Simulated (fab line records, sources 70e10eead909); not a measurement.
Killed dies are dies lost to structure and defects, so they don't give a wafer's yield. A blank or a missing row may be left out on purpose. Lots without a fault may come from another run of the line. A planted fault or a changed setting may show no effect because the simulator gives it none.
fab line records | flow nand_harc
record lots=14 wafers=42 last_day=34
route steps=1302 shown A_CHANNEL_HOLE_D2@609 A_CHANNEL_FILL_D2@614
lots that met no fault: from a run of the same line without faults
start_h: hours from the record's first day to the start of the lot's first wafer shown | wait_h: hours since the lot's step before | " the same as in the row above | L1.1+2: a row that stands for several wafers | - no value, or no start given | * or withheld: withheld | < > ~ a bound
route shown NAME@n: a module of which the file shows steps, and the number in the route of the first | usual: mean/standard deviation of fault-free wafers | same: alike in all rows | chamber/n: place in a boat | sites: the reading at each site | _std_site: their standard deviation | _edge_site: outer sites' mean less inner sites' | radius_mm: how far each site lies from the wafer's centre | mask NAME#n: copy n | behind: the tool/chamber that last shaped the wafer | hold: why the lot was held/for how many hours/how that ended | device: the transistor (n, p or np) that didn't switch | end of line: the same wafers' tests at the end of the route | a step without rows: its recipe alone | killed: dies lost to structure and defects at the first sort, not the wafer's yield | map: a wafer's dies, x killed, . not, _ none there
set.NAME: the setting as run; set.NAME@STEP: as run at that earlier step | model.NAME: the simulator's own value behind a step, which no gauge read
steps of the route over a sample of lots; a table a step, a row a wafer
services: from which hour (start_h, from the record's first day; less than 0 if before it) a tool's chamber was out of use, for how many hours, and why
## steps
# step NHARC_A_CHANNEL_HOLE_D2_INSPECT_40
# usual raw_defect_count=290/77
# columns lot.wafer tool chamber start_h wait_h raw_defect_count
L546.2 defect_inspect-01 - 320.40 - 213
L546.5 " - " " 201
L546.6 " - " " 186
L547.1 defect_inspect-02 - 336.28 - 409
L547.2 " - " " 381
L547.4 " - " " 287
L548.3 defect_inspect-01 - 337.10 - 209
L548.4 " - " " 227
L548.6 " - " " 282
L550.1 defect_inspect-02 - 353.78 - 307
L550.4 " - " " 178
L550.6 " - " " 197
L549.1 defect_inspect-01 - 354.03 - 273
L549.2 " - " " 493
L549.6 " - " " 360
L552.1 defect_inspect-02 - 392.84 - 247
L552.2 " - " " 235
L552.4 " - " " 336
L553.2 defect_inspect-02 - 399.75 - 345
L553.4 " - " " 287
L553.5 " - " " 288
L554.2 defect_inspect-01 - 401.21 - 352
L554.3 " - " " 387
L554.4 " - " " 269
L557.2 defect_inspect-01 - 435.04 - 303
L557.4 " - " " 254
L557.6 " - " " 271
L562.1 defect_inspect-02 - 483.86 - 263
L562.5 " - " " 314
L562.6 " - " " 338
L564.2 defect_inspect-01 - 497.62 - 253
L564.5 " - " " 194
L564.6 " - " " 379
L565.2 defect_inspect-01 - 513.32 - 262
L565.3 " - " " 264
L565.6 " - " " 242
L566.1 defect_inspect-01 - 517.48 - 285
L566.3 " - " " 328
L566.6 " - " " 344
L567.2 defect_inspect-02 - 536.56 - 369
L567.5 " - " " 585
L567.6 " - " " 388
# step NHARC_A_CHANNEL_FILL_D2_ALD_14
# recipe target_thk_a=25 pulse_time_s=10 ald_cycles=25 temp_c=300 material=SiO2
# usual heater_power_w=454/40 precursor_pulse_height_rel=0.997/0.02
# columns lot.wafer tool chamber start_h wait_h heater_power_w precursor_pulse_height_rel
L546.2 ald_hk-01 3 327.64 0.0 444 0.988
L546.6 " 3 " " 428 0.994
L546.5 " 0 " " 457 0.978
L547.1 ald_hk-03 0 343.50 0.0 460 0.978
L547.2 " 1 " " 505 0.978
L547.4 " 2 " " 482 0.994
L548.3 ald_hk-01 2 343.55 0.1 383 0.997
L548.4 " 3 " " 436 0.975
L548.6 " 2 " " 377 0.961
L550.1 ald_hk-03 1 360.97 0.0 498 1.031
L550.4 " 2 " " 472 1.005
L550.6 " 1 " " 489 0.999
L549.1 ald_hk-04 2 361.05 0.1 497 0.969
L549.2 " 3 " " 402 0.977
L549.6 " 1 " " 433 0.976
L552.2 ald_hk-04 1 402.16 0.0 432 0.971
L552.4 " 2 " " 489 0.996
L552.1 " 0 " " 487 1.042
L554.4 ald_hk-03 3 407.01 0.1 425 0.993
L554.2 " 0 " " 487 0.994
L554.3 " 1 " " 487 1.023
L553.4 ald_hk-01 1 407.05 0.1 495 0.993
L553.2 " 2 " " 383 0.999
L553.5 " 3 " " 429 1.002
L557.4 ald_hk-04 0 443.85 0.1 485 0.991
L557.2 " 1 " " 414 1.018
L557.6 " 2 " " 490 0.984
L562.1 ald_hk-04 1 489.47 0.9 417 1.032
L562.6 " 2 " " 509 0.985
L562.5 " 3 " " 391 1.037
L564.2 ald_hk-01 0 504.87 0.0 455 1.008
L564.5 " 0 " " 458 1.035
L564.6 " 1 " " 525 0.970
L565.3 ald_hk-04 1 520.45 0.0 401 0.974
L565.2 " 2 " " 497 0.978
L565.6 " 2 " " 502 1.022
L566.3 ald_hk-04 2 524.95 0.4 513 0.983
L566.1 " 1 " " 412 1.028
L566.6 " 3 " " 406 0.995
L567.2 ald_hk-03 1 543.86 0.1 501 1.008
L567.6 " 3 " " 419 0.952
L567.5 " 0 " " 495 0.994
# step NHARC_A_CHANNEL_FILL_D2_ETCHBACK_19
# recipe target_depth_a=50 time_s=1.7 hbr_flow_sccm=150 cl2_flow_sccm=50 rf_w=400 icp_w=400 bias_w=100 chemistry=HBr/Cl2
# usual drypump_motor_current_A=5.8/0.44 hbr_flow_sccm=150.0/0.38 oes_product_au=0.995/0.01 throttle_valve_pct=26.405/0.0087
# columns lot.wafer tool chamber start_h wait_h drypump_motor_current_A hbr_flow_sccm oes_product_au rf_hours_counter_h throttle_valve_pct
L546.2 rie_si-03 0 345.18 0.4 6.8 149.6 0.987 0.65 26.416
L546.6 " 2 " " 5.0 149.9 0.983 - 26.413
L546.5 " 3 " " 5.8 149.4 1.012 - 26.398
L547.2 rie_si-05 1 360.55 0.4 5.8 149.6 1.007 0.29 26.408
L547.1 " 2 " " 5.3 149.7 0.997 0.38 26.403
L547.4 " 3 " " 5.5 150.5 0.997 0.31 26.418
L548.4 rie_si-03 3 360.55 0.4 5.7 149.9 1.018 0.76 26.404
L548.3 " 1 " " 6.1 149.3 1.002 0.77 26.404
L548.6 " 2 " " 4.9 150.6 0.980 - 26.410
L549.2 rie_si-03 1 379.06 0.4 6.1 150.0 0.997 0.91 26.424
L549.1 " 2 " " 5.0 150.1 0.998 1.00 26.386
L549.6 " 2 " " 5.0 149.6 0.987 - 26.403
L550.4 rie_si-05 0 379.06 0.4 6.0 150.2 1.004 0.43 26.401
L550.1 " 1 " " 5.8 149.8 1.007 0.41 26.403
L550.6 " 0 " " 6.0 150.4 1.005 - 26.403
L552.2 rie_si-05 2 418.74 0.4 5.3 150.1 0.994 0.75 26.401
L552.4 " 3 " " 5.5 149.7 0.999 0.78 26.401
L552.1 " 0 " " 6.0 150.6 0.999 0.68 26.397
L554.4 rie_si-01 2 425.15 0.4 5.7 149.9 0.997 0.25 26.403
L554.2 " 3 " " 5.4 150.4 1.001 0.33 26.408
L554.3 " 1 " " 6.2 150.2 0.985 0.25 26.414
L553.4 rie_si-05 3 425.17 0.4 5.5 149.7 0.998 0.86 26.417
L553.2 " 1 " " 5.7 150.3 1.002 0.69 26.412
L553.5 " 3 " " 5.5 150.5 1.000 - 26.401
L557.2 rie_si-03 1 461.04 0.4 6.1 150.4 0.999 0.33 26.406
L557.6 " 1 " " 6.0 150.0 1.009 - 26.413
L557.4 " 2 " " 5.0 149.8 0.992 - 26.408
L562.1 rie_si-03 2 510.85 0.4 4.9 150.1 0.986 0.60 26.420
L562.6 " 2 " " 5.0 150.0 0.980 - 26.406
L562.5 " 3 " " 5.8 149.9 1.010 - 26.400
L564.2 rie_si-01 1 522.10 0.4 6.2 149.8 0.998 0.76 26.404
L564.6 " 3 " " 5.4 150.0 1.009 - 26.417
L564.5 " 0 " " 5.8 149.8 0.981 - 26.399
L565.3 rie_si-01 1 537.59 0.4 6.2 149.3 0.988 0.82 26.416
L565.2 " 2 " " 5.7 150.1 0.995 0.81 26.402
L565.6 " 2 " " 5.7 150.4 0.993 - 26.408
L566.3 rie_si-01 3 542.06 0.4 5.4 150.8 1.001 0.98 26.399
L566.1 " 1 " " 6.2 149.6 0.989 0.85 26.406
L566.6 " 3 " " 5.5 150.1 1.003 - 26.416
L567.2 rie_si-03 2 560.47 0.4 5.0 149.7 0.991 0.85 26.407
L567.5 " 0 " " 6.8 150.2 0.990 - 26.391
L567.6 " 1 " " 6.1 150.2 0.981 - 26.390
# step NHARC_A_CHANNEL_FILL_D2_CVD_05
# recipe target_thk_a=50 temp_c=550 material=poly-Si
# usual spike_tc_bottom_C=570.8/1.7 spike_tc_centre_C=550.6/1.1 zone_power_centre_pct=7.1/0.6
# columns lot.wafer tool chamber start_h wait_h spike_tc_bottom_C spike_tc_centre_C zone_power_centre_pct
L546.2 lpcvd_poly-01 0 347.83 2.3 569.0 550.7 6.5
L546.5 " 0 " " 568.2 551.3 6.6
L546.6 " 0 " " 570.3 551.0 6.5
L547.1 lpcvd_poly-04 0 363.15 2.3 572.6 549.2 6.9
L547.2 " 0 " " 573.0 547.6 6.9
L547.4 " 0 " " 573.1 551.8 6.9
L548.3 lpcvd_poly-04 0 363.15 2.3 572.1 551.0 7.0
L548.4 " 0 " " 572.8 550.1 7.0
L548.6 " 0 " " 572.2 549.5 7.0
L549.1 lpcvd_poly-01 0 381.74 2.3 568.8 550.8 6.6
L549.2 " 0 " " 569.0 551.0 6.6
L549.6 " 0 " " 569.9 551.3 6.5
L550.1 lpcvd_poly-01 0 381.74 2.4 569.5 550.0 6.5
L550.4 " 0 " " 569.3 549.8 6.6
L550.6 " 0 " " 569.0 550.0 6.4
L552.1 lpcvd_poly-02 - 421.54 2.4 - - -
L552.2 " - " " - - -
L552.4 " - " " - - -
L553.2 lpcvd_poly-04 - 428.32 2.8 - - -
L553.4 " - " " - - -
L553.5 " - " " - - -
L554.2 lpcvd_poly-04 0 428.32 2.8 570.7 550.0 7.1
L554.3 " 0 " " 572.1 549.7 7.0
L554.4 " 0 " " 571.5 549.0 6.9
L557.2 lpcvd_poly-01 0 463.73 2.3 566.7 550.2 6.6
L557.4 " 0 " " 569.7 550.3 6.6
L557.6 " 0 " " 569.8 550.8 6.6
L562.1 lpcvd_poly-04 0 513.47 2.3 571.4 549.8 7.0
L562.5 " 0 " " 571.9 550.3 6.9
L562.6 " 0 " " 572.3 550.4 7.0
L564.2 lpcvd_poly-04 0 524.69 2.3 572.5 549.3 7.1
L564.5 " 0 " " 571.3 552.2 6.9
L564.6 " 0 " " 571.0 548.8 6.9
L565.2 lpcvd_poly-04 0 541.02 3.1 571.1 549.3 6.9
L565.3 " 0 " " 571.5 548.2 7.1
L565.6 " 0 " " 573.1 549.7 6.9
L566.1 lpcvd_poly-04 0 544.77 2.3 571.3 551.4 7.0
L566.3 " 0 " " 570.0 552.2 6.9
L566.6 " 0 " " 573.6 552.2 6.9
L567.2 lpcvd_poly-04 0 564.60 3.7 572.9 550.7 7.1
L567.5 " 0 " " 572.3 550.6 7.1
L567.6 " 0 " " 572.4 549.5 7.0
## services
# columns tool chamber start_h hours kind
rie_si-05 - 305.00 9.0 pm
rie_si-01 - 316.36 2.3 repair
rie_si-05 1 350.34 8.7 repair
rie_si-01 - 370.00 9.0 pm
rie_si-05 2 382.74 8.0 repair
ald_hk-03 - 390.00 10.0 pm
rie_si-03 - 398.00 9.0 pm
rie_si-03 0 398.00 9.0 vent_cycle
rie_si-03 1 398.00 9.0 vent_cycle
rie_si-03 2 398.00 9.0 vent_cycle
rie_si-03 3 398.00 9.0 vent_cycle
rie_si-03 0 407.00 - clean
rie_si-03 1 407.00 - clean
rie_si-03 2 407.00 - clean
rie_si-03 1 408.27 1.7 repair
lpcvd_poly-02 - 415.53 3.3 repair
lpcvd_poly-01 - 420.22 24.4 repair
ald_hk-04 - 433.62 10.0 pm
rie_si-03 3 453.53 11.9 repair
rie_si-05 1 454.13 5.7 repair
ald_hk-01 - 480.34 10.0 pm
rie_si-05 - 482.00 9.0 pm
rie_si-05 2 494.31 15.5 repair
rie_si-01 - 547.00 9.0 pm
## key
first_sign step=NHARC_A_CHANNEL_FILL_D2_CVD_05 reading=tool_record direction=missing
effect none on later readings
met_at NHARC_A_CHANNEL_FILL_D2_CVD_05
struck_lots L552,L553
later_rows_left_out L552.1,L552.2,L552.4,L553.2,L553.4,L553.5
sort_left_out L552.1,L552.2,L552.4,L553.2,L553.4,L553.5
tester_left_out L552,L553
not_acting_at NHARC_A_CHANNEL_HOLE_D2_INSPECT_40,NHARC_A_CHANNEL_FILL_D2_ALD_14,NHARC_A_CHANNEL_FILL_D2_ETCHBACK_19
onset_between 363.15 421.54
fault kind=skipped_step_whole tool=lpcvd_poly-02,lpcvd_poly-04 chamber=- onset_h=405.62 steps=NHARC_A_CHANNEL_FILL_D2_CVD_05 scope=struck_lots_only
# tester_left_out: of these lots the tester's yield and bins aren't shown, on N5 and GAA mostly nor the transistor test; their killed dies are dies lost to structure and defects alone, not to doping, threshold or leakage, so they don't give the yield
# sort_left_out: the simulated sort isn't trusted on such a fault, so these wafers' sort isn't shown, and their yield isn't known
# later_rows_left_out: the simulator's readings of these wafers behind a module that went badly wrong aren't trusted and aren't shown, but for the sort
